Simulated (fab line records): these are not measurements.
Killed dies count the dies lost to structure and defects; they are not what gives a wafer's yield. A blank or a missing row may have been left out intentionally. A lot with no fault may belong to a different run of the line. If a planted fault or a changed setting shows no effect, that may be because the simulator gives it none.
Matching of chambers :: flow n5 finfet :: N5_BEOL_M7_CURE_75 on uv cure-03 has 3 sister chambers
The step cures SiCOH lowk, time 120 s. 20 wafers are shown with their chamber, then 10 later ones without.

## WAFERS, EACH WITH ITS CHAMBER
wafer: L078.2
chamber: 1
wafer_temp_C_max: 371.5
lamp power pct (%): 52.27

wafer: L078.5
chamber: 1
wafer_temp_C_max: 371.2
lamp power pct (%): 52.24

wafer: L078.6
chamber: 1
wafer_temp_C_max: 371.3
lamp power pct (%): 52.41

wafer: L079.3
chamber: 0
wafer_temp_C_max: 371.0
lamp power pct (%): 52.23

wafer: L079.4
chamber: 0
wafer_temp_C_max: 371.9
lamp power pct (%): 52.32

wafer: L079.5
chamber: 0
wafer_temp_C_max: 371.6
lamp power pct (%): 52.21

wafer: L084.2
chamber: 0
wafer_temp_C_max: 371.5
lamp power pct (%): 52.37

wafer: L084.4
chamber: 0
wafer_temp_C_max: 371.0
lamp power pct (%): 52.22

wafer: L084.6
chamber: 0
wafer_temp_C_max: 370.9
lamp power pct (%): 52.29

wafer: L088.2
chamber: 0
wafer_temp_C_max: 371.0
lamp power pct (%): 52.23

wafer: L088.4
chamber: 0
wafer_temp_C_max: 371.6
lamp power pct (%): 52.23

wafer: L088.5
chamber: 0
wafer_temp_C_max: 371.2
lamp power pct (%): 52.31

wafer: L089.2
chamber: 0
wafer_temp_C_max: 371.1
lamp power pct (%): 52.32

wafer: L089.3
chamber: 0
wafer_temp_C_max: 371.2
lamp power pct (%): 52.21

wafer: L089.5
chamber: 0
wafer_temp_C_max: 371.1
lamp power pct (%): 52.20

wafer: L092.1
chamber: 2
wafer_temp_C_max: 371.6
lamp power pct (%): 52.27

wafer: L092.2
chamber: 2
wafer_temp_C_max: 371.6
lamp power pct (%): 52.38

wafer: L092.3
chamber: 2
wafer_temp_C_max: 371.9
lamp power pct (%): 52.24

wafer: L093.2
chamber: 0
wafer_temp_C_max: 371.1
lamp power pct (%): 52.31

wafer: L093.3
chamber: 0
wafer_temp_C_max: 371.0
lamp power pct (%): 52.33

SIGNATURES (averages over the wafers above)
reading: wafer_temp_C_max
chamber 0: 371.229
chamber 1: 371.333
chamber 2: 371.700
scatter within a chamber: 0.274

reading: lamp power pct
chamber 0: 52.2700
chamber 1: 52.3067
chamber 2: 52.2967
scatter within a chamber: 0.0637
Rule: a wafer lies at a distance from a chamber equal to the root of the sum of squares, over the readings, of (its reading less the chamber's mean, divided by the reading's scatter). The wafer belongs to the nearest chamber; if the next one is less than 2 further off, it can't be placed. How the scatter is found: for the shown wafers, subtract from each reading the mean of its chamber, square and add these, divide the total by (wafers less chambers), then take the root.

## WAFERS MISSING THEIR CHAMBER
wafer: L093.4
wafer_temp_C_max: 370.8
lamp power pct (%): 52.30

wafer: L097.2
wafer_temp_C_max: 371.0
lamp power pct (%): 52.29

wafer: L097.4
wafer_temp_C_max: 371.4
lamp power pct (%): 52.36

wafer: L097.5
wafer_temp_C_max: 371.6
lamp power pct (%): 52.38

wafer: L096.1
wafer_temp_C_max: 371.2
lamp power pct (%): 52.32

wafer: L096.2
wafer_temp_C_max: 371.2
lamp power pct (%): 52.30

wafer: L096.4
wafer_temp_C_max: 371.7
lamp power pct (%): 52.29

wafer: L095.2
wafer_temp_C_max: 371.1
lamp power pct (%): 52.33

wafer: L095.3
wafer_temp_C_max: 371.8
lamp power pct (%): 52.38

wafer: L095.4
wafer_temp_C_max: 371.6
lamp power pct (%): 52.35

## EACH ONE'S CHAMBER
wafer: L093.4
from the rows above: can't be placed: 0 or 1 or 2
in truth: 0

wafer: L097.2
from the rows above: can't be placed: 0 or 1 or 2
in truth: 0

wafer: L097.4
from the rows above: can't be placed: 1 or 2 or 0
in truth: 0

wafer: L097.5
from the rows above: can't be placed: 2 or 1 or 0
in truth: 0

wafer: L096.1
from the rows above: can't be placed: 1 or 0 or 2
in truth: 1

wafer: L096.2
from the rows above: can't be placed: 0 or 1 or 2
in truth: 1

wafer: L096.4
from the rows above: can't be placed: 2 or 1 or 0
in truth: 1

wafer: L095.2
from the rows above: can't be placed: 1 or 0 or 2
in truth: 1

wafer: L095.3
from the rows above: can't be placed: 2 or 1 or 0
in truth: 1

wafer: L095.4
from the rows above: can't be placed: 2 or 1 or 0
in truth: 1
Correctly placed: 0 of 10. Unplaceable from these rows: 10, with the true chamber sitting among the candidates in 10. Placed wrongly: 0.
